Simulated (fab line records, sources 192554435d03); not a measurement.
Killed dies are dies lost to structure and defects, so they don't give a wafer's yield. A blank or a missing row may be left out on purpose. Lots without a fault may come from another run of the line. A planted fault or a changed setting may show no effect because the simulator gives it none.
Chamber matching | flow n5_finfet | N5_BEOL_M10_CURE_72 on uv_cure-02: 3 sister chambers
The step cures SiCOH lowk, time 120 s. 14 wafers are shown with their chamber, then 7 later ones without.

WAFERS WITH THEIR CHAMBER
wafer  | chamber | wafer_temp_C_max | lamp_power_pct (%)
L077.3 | 0       | 372.8            | 52.24
L077.5 | 0       | 371.9            | 52.29
L077.6 | 0       | 372.5            | 52.22
L083.1 | 2       | 371.5            | 52.20
L083.4 | 2       | 371.9            | 52.32
L083.5 | 2       | 371.9            | 52.37
L085.2 | 1       | 371.6            | 52.31
L085.4 | 1       | 371.9            | 52.30
L085.5 | 1       | 371.9            | 52.21
L086.2 | 2       | 371.8            | 52.33
L086.3 | 2       | 371.1            | 52.30
L086.6 | 2       | 371.2            | 52.21
L089.1 | 0       | 373.0            | 52.29
L089.2 | 0       | 372.4            | 52.28

SIGNATURES (means of the wafers above)
reading          | chamber 0 | chamber 1 | chamber 2 | scatter within a chamber
wafer_temp_C_max | 372.520   | 371.800   | 371.567   | 0.357
lamp_power_pct   | 52.2640   | 52.2733   | 52.2883   | 0.0553
Rule: a wafer's distance from a chamber is the root of the sum, over the readings, of the square of ((its reading less the chamber's mean) divided by the reading's scatter). The wafer belongs to the nearest chamber; if the next one is less than 2 further off, it can't be placed. The scatter: the root of (the sum of the squares of (reading less its chamber's mean) over the shown wafers, divided by (wafers less chambers)).

WAFERS WITHOUT THEIR CHAMBER
wafer  | wafer_temp_C_max | lamp_power_pct (%)
L089.3 | 372.7            | 52.28
L091.2 | 371.9            | 52.30
L091.5 | 371.9            | 52.20
L091.6 | 372.4            | 52.28
L093.2 | 372.5            | 52.25
L093.3 | 373.0            | 52.33
L093.4 | 372.0            | 52.39

WHICH CHAMBER EACH WENT THROUGH
wafer  | from the rows above          | in truth
L089.3 | can't be placed: 0 or 1      | 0
L091.2 | can't be placed: 1 or 2 or 0 | 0
L091.5 | can't be placed: 1 or 2 or 0 | 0
L091.6 | can't be placed: 0 or 1 or 2 | 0
L093.2 | can't be placed: 0 or 1      | 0
L093.3 | can't be placed: 0 or 1      | 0
L093.4 | can't be placed: 1 or 2 or 0 | 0
Placed correctly: 0 of 7. Can't be placed from these rows: 7 (the true chamber is among the candidates in 7). Placed wrongly: 0.
